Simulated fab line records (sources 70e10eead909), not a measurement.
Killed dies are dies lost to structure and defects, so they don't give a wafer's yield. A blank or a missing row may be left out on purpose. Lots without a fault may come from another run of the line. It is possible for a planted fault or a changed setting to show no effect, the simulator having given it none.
fab line records | flow nand-harc
[record] lots = 11 | wafers = 33 | last-day = 24
route steps=1159 shown A_ZERO_WELL@401 A_SOURCE_PLATE@423 A_ONON_D1@428
lots that met no fault: taken from a fault-free run of the same line
start-h: start of the lot's first displayed wafer, in hours after the record's first day | wait-h: hours elapsed since this lot's preceding step | " the same as in the row above | L1.1+2: one row covering several wafers at once | - no value, or no start given | * or withheld: withheld | < > ~ a bound
route shown NAME@n: NAME is a module with steps in the file, n the number in the route of the first one | usual: mean and standard deviation over wafers with no fault | same: alike in all rows | chamber/n: place in a boat | sites: per-site readings | _std_site: their standard deviation | _edge_site: mean of outer sites minus mean of inner sites | radius-mm: how far each site lies from the wafer's centre | mask NAME#n: copy n | behind: the most recent tool/chamber to have shaped the wafer | hold: what put the lot on hold/how long, in hours/how the hold closed | device: the n, p or np transistor that did not switch | end of line: tests of these same wafers at the route's end | a step given without rows: its recipe and nothing more | killed: dies lost to structure and defects at the first sort, not the wafer's yield | map: dies across one wafer; x = killed, . = not, _ = none there
set.NAME: the run value of the setting; set.NAME@STEP: its run value at that earlier step | model.NAME: the simulator's own value behind a step, which no gauge read
route steps across a sampled set of lots; one table per step, one row per wafer
services: from which hour (start-h, from the record's first day; less than 0 if before it) a tool's chamber was out of use, for how many hours, and why
[[steps]]
[step NHARC_A_ZERO_WELL_CD_MEAS_10]
[recipe] target-cd-nm = 2000 | landing-energy-ev = 500
[usual] cd-nm = 1999.9/1.9
lot.wafer | tool      | chamber | start-h | wait-h | cd-nm
L864.1    | cd-sem-03 | 0       | 127.95  | -      | 2000.9
L864.3    | "         | 0       | "       | "      | 2001.9
L864.5    | "         | 0       | "       | "      | 2001.1
L871.1    | cd-sem-02 | 0       | 175.24  | -      | 1997.9
L871.3    | "         | 0       | "       | "      | 1997.3
L871.6    | "         | 0       | "       | "      | 1998.8
L873.3    | cd-sem-02 | 0       | 178.91  | -      | 2001.5
L873.4    | "         | 0       | "       | "      | 1999.7
L873.6    | "         | 0       | "       | "      | 2000.1
L875.1    | cd-sem-02 | 0       | 193.48  | -      | 2002.0
L875.3    | "         | 0       | "       | "      | 2001.4
L875.4    | "         | 0       | "       | "      | 2002.4
L877.1    | cd-sem-02 | 0       | 212.36  | -      | 2000.7
L877.2    | "         | 0       | "       | "      | 2000.1
L877.3    | "         | 0       | "       | "      | 2001.3
L878.2    | cd-sem-01 | 0       | 225.89  | -      | 1998.4
L878.5    | "         | 0       | "       | "      | 1999.5
L878.6    | "         | 0       | "       | "      | 1997.3
L880.1    | cd-sem-03 | 0       | 231.85  | -      | 1999.9
L880.2    | "         | 0       | "       | "      | 2000.4
L880.4    | "         | 0       | "       | "      | 2000.7
L882.1    | cd-sem-02 | 0       | 233.92  | -      | 1997.4
L882.2    | "         | 0       | "       | "      | 1996.8
L882.4    | "         | 0       | "       | "      | 1998.7
L883.1    | cd-sem-01 | 0       | 241.15  | -      | 2000.7
L883.2    | "         | 0       | "       | "      | 1998.2
L883.3    | "         | 0       | "       | "      | 1999.2
L884.1    | cd-sem-03 | 0       | 252.07  | -      | 1998.0
L884.3    | "         | 0       | "       | "      | 1998.0
L884.5    | "         | 0       | "       | "      | 1999.1
L885.2    | cd-sem-02 | 0       | 257.67  | -      | 2003.0
L885.4    | "         | 0       | "       | "      | 2000.3
L885.5    | "         | 0       | "       | "      | 2000.6
[step NHARC_A_SOURCE_PLATE_INSPECT_08]
[usual] raw-defect-count = 61/22
lot.wafer | tool              | chamber | start-h | wait-h | raw-defect-count
L864.1    | defect-inspect-02 | -       | 152.92  | 0.0    | 54
L864.3    | "                 | -       | "       | "      | 74
L864.5    | "                 | -       | "       | "      | 78
L871.1    | defect-inspect-02 | -       | 197.62  | 0.0    | 51
L871.3    | "                 | -       | "       | "      | 46
L871.6    | "                 | -       | "       | "      | 90
L873.3    | defect-inspect-02 | -       | 200.69  | 0.0    | 73
L873.4    | "                 | -       | "       | "      | 61
L873.6    | "                 | -       | "       | "      | 72
L875.1    | defect-inspect-02 | -       | 215.60  | 0.0    | 45
L875.3    | "                 | -       | "       | "      | 52
L875.4    | "                 | -       | "       | "      | 63
L877.1    | defect-inspect-01 | -       | 234.57  | 0.0    | 76
L877.2    | "                 | -       | "       | "      | 67
L877.3    | "                 | -       | "       | "      | 102
L878.2    | defect-inspect-01 | -       | 250.53  | 0.0    | 47
L878.5    | "                 | -       | "       | "      | 30
L878.6    | "                 | -       | "       | "      | 45
L880.1    | defect-inspect-01 | -       | 253.94  | 0.0    | 116
L880.2    | "                 | -       | "       | "      | 71
L880.4    | "                 | -       | "       | "      | 90
L882.1    | defect-inspect-01 | -       | 253.97  | 0.0    | 59
L882.2    | "                 | -       | "       | "      | 72
L882.4    | "                 | -       | "       | "      | 62
L883.1    | defect-inspect-02 | -       | 265.22  | 0.0    | 70
L883.2    | "                 | -       | "       | "      | 36
L883.3    | "                 | -       | "       | "      | 29
L884.1    | defect-inspect-02 | -       | 274.39  | 0.0    | 49
L884.3    | "                 | -       | "       | "      | 40
L884.5    | "                 | -       | "       | "      | 37
L885.2    | defect-inspect-02 | -       | 281.63  | 0.0    | 50
L885.4    | "                 | -       | "       | "      | 29
L885.5    | "                 | -       | "       | "      | 69
[step NHARC_A_ONON_D1_DEP_06]
[recipe] target-thk-a = 10000 | n2-flow-sccm = 2750 | n2o-flow-sccm = 2000 | nh3-flow-sccm = 500 | sih4-flow-sccm = 210 | temp-c = 400
[usual] susceptor-temp-C = 399.98/0.21
lot.wafer | tool          | chamber | start-h | wait-h | susceptor-temp-C
L864.1    | pecvd-onon-01 | 0       | 154.26  | 0.2    | 400.34
L864.3    | "             | 0       | "       | "      | 400.05
L864.5    | "             | 0       | "       | "      | 400.19
L871.1    | pecvd-onon-03 | 0       | 198.82  | 0.1    | 399.78
L871.3    | "             | 0       | "       | "      | 400.11
L871.6    | "             | 0       | "       | "      | 399.75
L873.3    | pecvd-onon-03 | 0       | 202.05  | 0.2    | 400.31
L873.4    | "             | 0       | "       | "      | 400.01
L873.6    | "             | 0       | "       | "      | 400.07
L875.1    | pecvd-onon-03 | 0       | 216.79  | 0.1    | 399.23
L875.3    | "             | 0       | "       | "      | 399.69
L875.4    | "             | 0       | "       | "      | 399.72
L877.1    | pecvd-onon-02 | 0       | 235.77  | 0.1    | 400.25
L877.2    | "             | 0       | "       | "      | 400.19
L877.3    | "             | 0       | "       | "      | 399.93
L878.2    | pecvd-onon-02 | 0       | 251.79  | 0.1    | 399.69
L878.5    | "             | 0       | "       | "      | 399.71
L878.6    | "             | 0       | "       | "      | 399.79
L880.1    | pecvd-onon-02 | 0       | 255.13  | 0.1    | 399.57
L880.2    | "             | 0       | "       | "      | 399.77
L880.4    | "             | 0       | "       | "      | 400.42
L882.1    | pecvd-onon-01 | 0       | 255.20  | 0.1    | 399.84
L882.2    | "             | 0       | "       | "      | 400.19
L882.4    | "             | 0       | "       | "      | 400.12
L883.1    | pecvd-onon-02 | 0       | 266.42  | 0.1    | 400.18
L883.2    | "             | 0       | "       | "      | 400.15
L883.3    | "             | 0       | "       | "      | 399.86
L884.1    | pecvd-onon-01 | 0       | 275.58  | 0.1    | 399.78
L884.3    | "             | 0       | "       | "      | 400.23
L884.5    | "             | 0       | "       | "      | 399.98
L885.2    | pecvd-onon-02 | 0       | 282.89  | 0.1    | 400.03
L885.4    | "             | 0       | "       | "      | 399.89
L885.5    | "             | 0       | "       | "      | 399.96
[step NHARC_A_ONON_D1_THK_MEAS_08]
[recipe] thk-meas-gauge = ellipsometry
[usual] thk-nm = 998/9.5
lot.wafer | tool          | chamber | start-h | wait-h | thk-nm
L864.1    | film-metro-01 | -       | 154.77  | -      | 1009
L864.3    | "             | -       | "       | "      | 1008
L864.5    | "             | -       | "       | "      | 1008
L871.1    | film-metro-01 | -       | 199.34  | -      | 899
L871.3    | "             | -       | "       | "      | 896
L871.6    | "             | -       | "       | "      | 897
L873.3    | film-metro-01 | -       | 202.44  | -      | 880
L873.4    | "             | -       | "       | "      | 879
L873.6    | "             | -       | "       | "      | 879
L875.1    | film-metro-01 | -       | 217.30  | -      | 887
L875.3    | "             | -       | "       | "      | 886
L875.4    | "             | -       | "       | "      | 886
L877.1    | film-metro-02 | -       | 236.28  | -      | 1001
L877.2    | "             | -       | "       | "      | 1001
L877.3    | "             | -       | "       | "      | 1002
L878.2    | film-metro-02 | -       | 252.23  | -      | 1007
L878.5    | "             | -       | "       | "      | 1008
L878.6    | "             | -       | "       | "      | 1006
L880.1    | film-metro-01 | -       | 255.64  | -      | 996
L880.2    | "             | -       | "       | "      | 996
L880.4    | "             | -       | "       | "      | 998
L882.1    | film-metro-01 | -       | 255.74  | -      | 994
L882.2    | "             | -       | "       | "      | 992
L882.4    | "             | -       | "       | "      | 994
L883.1    | film-metro-02 | -       | 266.93  | -      | 994
L883.2    | "             | -       | "       | "      | 996
L883.3    | "             | -       | "       | "      | 993
L884.1    | film-metro-02 | -       | 276.10  | -      | 1023
L884.3    | "             | -       | "       | "      | 1023
L884.5    | "             | -       | "       | "      | 1023
L885.2    | film-metro-01 | -       | 283.34  | -      | 997
L885.4    | "             | -       | "       | "      | 996
L885.5    | "             | -       | "       | "      | 997
[step NHARC_A_ONON_D1_THK_MEAS_18]
[recipe] thk-meas-gauge = ellipsometry
[usual] thk-nm = 1000/12
lot.wafer | tool          | chamber | start-h | wait-h | thk-nm
L864.1    | film-metro-02 | -       | 164.25  | -      | 988
L864.3    | "             | -       | "       | "      | 987
L864.5    | "             | -       | "       | "      | 989
L873.3    | film-metro-02 | -       | 211.59  | -      | 997
L873.4    | "             | -       | "       | "      | 996
L873.6    | "             | -       | "       | "      | 998
L871.1    | film-metro-01 | -       | 211.59  | -      | 995
L871.3    | "             | -       | "       | "      | 993
L871.6    | "             | -       | "       | "      | 995
L875.1    | film-metro-01 | -       | 227.46  | -      | 999
L875.3    | "             | -       | "       | "      | 999
L875.4    | "             | -       | "       | "      | 999
L877.1    | film-metro-01 | -       | 245.00  | -      | 992
L877.2    | "             | -       | "       | "      | 995
L877.3    | "             | -       | "       | "      | 996
L878.2    | film-metro-01 | -       | 260.70  | -      | 1000
L878.5    | "             | -       | "       | "      | 997
L878.6    | "             | -       | "       | "      | 996
L880.1    | film-metro-02 | -       | 264.19  | -      | 995
L880.2    | "             | -       | "       | "      | 997
L880.4    | "             | -       | "       | "      | 996
L882.1    | film-metro-02 | -       | 264.20  | -      | 1012
L882.2    | "             | -       | "       | "      | 1010
L882.4    | "             | -       | "       | "      | 1011
L883.1    | film-metro-01 | -       | 275.14  | -      | 983
L883.2    | "             | -       | "       | "      | 982
L883.3    | "             | -       | "       | "      | 982
L884.1    | film-metro-02 | -       | 285.50  | -      | 1012
L884.3    | "             | -       | "       | "      | 1012
L884.5    | "             | -       | "       | "      | 1011
L885.2    | film-metro-02 | -       | 292.55  | -      | 1031
L885.4    | "             | -       | "       | "      | 1031
L885.5    | "             | -       | "       | "      | 1030
[[services]]
tool          | chamber | start-h | hours | kind
pecvd-onon-03 | -       | 153.34  | 13.0  | pm
pecvd-onon-01 | -       | 195.00  | 13.0  | pm
[[key]]
[first-sign] step = NHARC_A_ONON_D1_THK_MEAS_08 | reading = thk-nm | direction = down | sigmas = 12 | usual = 998 | struck = 888
effect none on later readings
met-at NHARC_A_ONON_D1_DEP_06
struck-lots L871,L873,L875
sort-left-out L871.1,L871.3,L871.6,L873.3,L873.4,L873.6,L875.1,L875.3,L875.4
tester-left-out L871,L873,L875
not-acting-at NHARC_A_ZERO_WELL_CD_MEAS_10,NHARC_A_SOURCE_PLATE_INSPECT_08,NHARC_A_ONON_D1_THK_MEAS_18
[fault] kind = site-profile-drift | tool = pecvd-onon-03 | chamber = - | onset-h = 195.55 | steps = NHARC_A_ONON_D1_DEP_06 | basis = fraction | max-abs-drift = 0.2409 | slope-share-per-hr = 53.534 | site-pattern = 0,0,0,0,0,-1,-1,-1,-1
// tester-left-out: of these lots the tester's yield and bins aren't shown, on N5 and GAA mostly nor the transistor test; their killed dies are dies lost to structure and defects alone, not to doping, threshold or leakage, so they don't give the yield
// sort-left-out: the simulated sort isn't trusted on such a fault, so these wafers' sort isn't shown, and their yield isn't known
